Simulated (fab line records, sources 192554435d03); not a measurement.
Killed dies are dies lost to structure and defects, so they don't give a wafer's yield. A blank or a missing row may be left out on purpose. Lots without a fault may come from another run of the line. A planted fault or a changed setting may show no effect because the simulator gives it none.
Split-lot experiment | flow n5_finfet | 7 lots, 21 wafers read, on a route of 1938 steps

THE SPLIT
At N5_PASSIVATION_ETCH_15 (etches SiCN in CF4/N2, target depth 75 nm, time 81.2 s), the setting bias_w was moved away from the recipe's 70 W on 3 of the 21 wafers read, by -6.5% to +17.4%. The other wafers ran this setting at the recipe's value.

The reading is taken at the split's own step.

THE READING
rf_vpp_V, in V, at N5_PASSIVATION_ETCH_15 (etches SiCN in CF4/N2, target depth 75 nm, time 81.2 s). Fault-free wafers of this fab line usually give 382.4 V, standard deviation 2 V.

wafer  | tool, chamber at the split | bias_w as run, W | against the recipe | rf_vpp_V, V | against lot-mates on the recipe
L076.1 | rie_diel-03, 2             | 65.44            | -6.5%              | 368.2       | -15.8
L076.3 | rie_diel-03, 3             | 70               | recipe             | 385.4       | -
L076.5 | rie_diel-03, 2             | 70               | recipe             | 382.6       | -
L077.1 | rie_diel-03, 1             | 70               | recipe             | 379.2       | -
L077.2 | rie_diel-03, 3             | 70               | recipe             | 385.7       | -
L077.4 | rie_diel-03, 2             | 70               | recipe             | 382.5       | -
L081.2 | rie_diel-03, 0             | 70               | recipe             | 381.2       | -
L081.3 | rie_diel-03, 1             | 70               | recipe             | 379.7       | -
L081.5 | rie_diel-03, 2             | 66.4             | -5.1%              | 369.2       | -11.2
L086.4 | rie_diel-03, 2             | 70               | recipe             | 382.1       | -
L086.5 | rie_diel-03, 3             | 70               | recipe             | 386.3       | -
L086.6 | rie_diel-03, 0             | 70               | recipe             | 382.3       | -
L092.1 | rie_diel-03, 3             | 70               | recipe             | 384.0       | -
L092.3 | rie_diel-03, 1             | 70               | recipe             | 386.2       | -
L092.6 | rie_diel-03, 0             | 70               | recipe             | 382.3       | -
L094.1 | rie_diel-05, 1             | 82.17            | +17.4%             | 425.8       | +45.2
L094.5 | rie_diel-05, 0             | 70               | recipe             | 379.9       | -
L094.6 | rie_diel-05, 3             | 70               | recipe             | 381.4       | -
L096.1 | rie_diel-05, 3             | 70               | recipe             | 381.2       | -
L096.5 | rie_diel-05, 0             | 70               | recipe             | 381.4       | -
L096.6 | rie_diel-05, 3             | 70               | recipe             | 380.9       | -

THE FIT
A straight line over all 21 wafers: rf_vpp_V changes by +2.46 V for each +1% of bias_w; r = +0.98; the points scatter about the line by 2.1 V.
The same after taking each lot's own level away (the mean of its wafers on the recipe; 21 wafers): +2.55 V for each +1%; r = +0.99; scatter 1.6 V.
On that fit, the largest move of bias_w shifts the reading by 44 V.
The lots' own levels span 380.45 to 384.17 V, that is 1.9 times the standard deviation above.
So the lot-to-lot level changes the slope little: the two slopes agree.
Check: with one of the wafers moved furthest among these (+17.4%) left out of the fit, the line predicts +40.6 V for it against its lot-mates. It came out at +45.2 V against them.
Tool readings at the split's step, against how far the setting was moved: rf_vpp_V r = +0.98.

OTHER SPLITS ON THESE WAFERS
These wafers also went through other splits before the reading. Each is held against what the fit with the lots' levels taken away leaves over:
other split on the same wafers    | wafers away from the commonest value | r with rf_vpp_V (lot level and that fit taken away)
N5_BEOL_M14_DEP_53 time_s         | 6                                    | -0.07
N5_BEOL_M15_TRENCH_ETCH_34 time_s | 3                                    | -0.16
N5_BEOL_M15_SPUTTER_43 power_w    | 8                                    | -0.07

THE FILE'S OWN FIT
rf_vpp_V changes by +2.55 V for each +1% of bias_w, r = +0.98.
